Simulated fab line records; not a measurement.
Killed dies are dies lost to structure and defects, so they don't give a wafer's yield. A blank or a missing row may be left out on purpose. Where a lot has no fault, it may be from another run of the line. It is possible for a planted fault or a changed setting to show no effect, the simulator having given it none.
Comparing a struck lot with a sound one ; flow nandHarc ; 44 out of 1159 route steps
Sound: these wafers, L825.2, L825.3, L825.6. Wafers struck: L836.2, L836.3, L836.5. The cause is named last.
At each step with rows: each side's tool, then ch and its chambers, then its first start. Under that, the readings that differ: sound wafers ; struck wafers ; difference of the means ; sigmas: that difference in standard deviations of wafers without a fault.
alike: words and numbers the same on both sides, and readings whose means are apart by under 2 such deviations; not compared: readings that were withheld, readings missing a value for some wafer, numbers with overlapping values and no deviation given by the record, and bounds like >300 which may hide the same value.
The two part at a step that has a row with sigmas, a row that says differs or no value, or rows on one side only. When numbers do not overlap yet have no deviation, they are printed without sigmas and do not part them. A reading that every wafer of one side lacks parts them only if that side has two wafers or more.

first, 3 steps without rows for these wafers: NHARC_P_GATE_EXPOSE_08 (exposes mask P HV); NHARC_P_GATE_PEB_09 (peb time 85 s); NHARC_P_GATE_DEVELOP_10 (time 70 s).
NHARC_P_GATE_CD_MEAS_11: target cd 1640 nm.
  sound on cdSem-02 ch 0, day 5 05:11; struck on cdSem-02 ch 0, day 8 01:01
  alike: cdNm
then, 8 steps without rows for these wafers: NHARC_P_GATE_HARDBAKE_12 (time 80 s); NHARC_P_GATE_DESCUM_13 (chemistry O2, time 3 s); NHARC_P_GATE_ETCH_14 (etches SiO2 in dHF, target depth 48.8 nm); NHARC_P_GATE_STRIP_15 (strips in SPM, time 780 s); NHARC_P_GATE_PRECLEAN_71 (cleans in SC1); NHARC_P_GATE_SRD_72; NHARC_P_GATE_OXIDE_16 (material SiO2, target thk 3 nm, ox time 392 s); NHARC_P_GATE_CVD_17 (deposits poly-Si, target thk 150 nm, time 900 s).
NHARC_P_GATE_HM_DEP_102: deposits aC, target thk 120 nm.
  sound on aclDep-03 ch 0, day 5 19:46; struck on aclDep-03 ch 0, day 8 14:16
  alike: throttleValvePct
NHARC_P_GATE_DEP_103: deposits SiON, target thk 30 nm.
  sound on pecvd-04 ch 0,2, day 5 20:20; struck on pecvd-03 ch 0,1,2, day 8 14:49
  alike: heaterPowerW, rfFwdPowerW
then, 8 steps without rows for these wafers: NHARC_P_GATE_DEHYDRATE_18 (time 120 s); NHARC_P_GATE_HMDS_19 (time 30 s); NHARC_P_GATE_COAT_20 (resist thk 90 nm); NHARC_P_GATE_SOFTBAKE_21 (time 55 s); NHARC_P_GATE_EBR_22; NHARC_P_GATE_EXPOSE_23 (exposes mask P GATE, target cd 120 nm); NHARC_P_GATE_PEB_24 (peb time 65 s); NHARC_P_GATE_DEVELOP_25 (develop time 35 s).
NHARC_P_GATE_CD_MEAS_26: target cd 120 nm.
  sound on cdSem-02 ch 0, day 5 21:01; struck on cdSem-01 ch 0, day 8 15:29
  alike: cdNm
NHARC_P_GATE_OVL_MEAS_27:
  sound on overlay-01, day 5 21:05; struck on overlay-01, day 8 15:35
  alike: overlayXNm, overlayYNm
NHARC_P_GATE_INSPECT_28:
  sound on defectInspect-01, day 5 21:08; struck on defectInspect-02, day 8 15:37
reading;sound;struck;difference;sigmas
rawDefectCount;8 9 4;855 911 774;+840;+99 or more
NHARC_P_GATE_DESCUM_31: chemistry O2, time 3 s.
  sound on rieDiel-06 ch 0,1,3, day 5 21:12; struck on rieDiel-03 ch 0,2, day 8 15:41
reading;sound;struck;difference;sigmas
oesProductAu (a.u.);1.018 1.016 1.010;0.988 0.992 0.988;-0.025;-2
  alike: drypumpMotorCurrentA, rfVppV, showerheadPlenumPTorr, throttleValvePct
  not compared: rfHoursCounterH
NHARC_P_GATE_ETCH_104: etches the open film in CF4/CHF3, target depth 60 nm.
  sound on rieDiel-06 ch 0,1,3, day 5 21:17; struck on rieDiel-03 ch 0,1,2, day 8 15:47
  alike: drypumpMotorCurrentA, oesProductAu, rfFwdPowerW, rfVppV, showerheadPlenumPTorr, throttleValvePct
NHARC_P_GATE_HM_OPEN_105: chemistry O2/COS, target depth 360 nm.
  sound on rieDiel-06 ch 0,2,3; struck on rieDiel-03 ch 1,2
  alike: drypumpMotorCurrentA, oesProductAu, rfFwdPowerW, rfVppV, showerheadPlenumPTorr, throttleValvePct
  not compared: rfHoursCounterH
then, 4 steps without rows for these wafers: NHARC_P_GATE_STRIP_106 (strips in O2/COS); NHARC_P_GATE_ETCH_114 (etches the open film in CF4/O2, target depth 30 nm, overetch 3 nm, time 16.5 s); NHARC_P_GATE_ETCH_32 (etches the open film in HBr/Cl2, target depth 150 nm, time 100.1 s); NHARC_P_GATE_STRIP_108 (strips in O2).
NHARC_P_GATE_CD_MEAS_33:
  sound on cdSem-03, day 5 22:01; struck on cdSem-02, day 8 16:37
  alike: cdNm
then, 5 steps without rows for these wafers: NHARC_P_GATE_STRIP_35 (strips in SPM, time 600 s); NHARC_P_GATE_PRECLEAN_73 (cleans in SC1); NHARC_P_GATE_SRD_74; NHARC_P_GATE_ALD_36 (deposits SiNx, target thk 20 nm, pulse time 60 s, ald cycles 223); NHARC_P_GATE_ETCHBACK_37 (etches the open film in CHF3/O2, target depth 34.5 nm, time 17.2 s).
NHARC_P_GATE_STRIP_101: strips in O2, time 20 s.
  sound on rieDiel-10 ch 2,3, day 6 08:08; struck on rieDiel-10 ch 0,2,3, day 9 02:38
  alike: drypumpMotorCurrentA, oesProductAu, rfVppV, showerheadPlenumPTorr, throttleValvePct
  not compared: rfHoursCounterH
then, 3 steps without rows for these wafers: NHARC_P_GATE_PRECLEAN_97 (cleans in SPM, time 600 s); NHARC_P_GATE_SRD_98; NHARC_P_GATE_PRECLEAN_99 (cleans in SC1).
NHARC_P_GATE_INSPECT_68:
  sound on defectInspect-02, day 6 15:22; struck on defectInspect-02, day 9 10:16
reading;sound;struck;difference;sigmas
rawDefectCount;237 223 159;1018 1071 1086;+852;+13
-- record jumps: 15 days between struck wafers' starts before vs after; left off in module P_GATE, resumes in module END, first step shown is number 1159 of the route --
NHARC_END_SORT_01:
  only the struck wafers appear in the record here, on prober-02 ch 0 at day 23 23:13; the sound ones have no rows

## WHERE THEY PART
First at NHARC_P_GATE_INSPECT_28; last, within this record, at NHARC_END_SORT_01.

WHY: what the simulator had put in
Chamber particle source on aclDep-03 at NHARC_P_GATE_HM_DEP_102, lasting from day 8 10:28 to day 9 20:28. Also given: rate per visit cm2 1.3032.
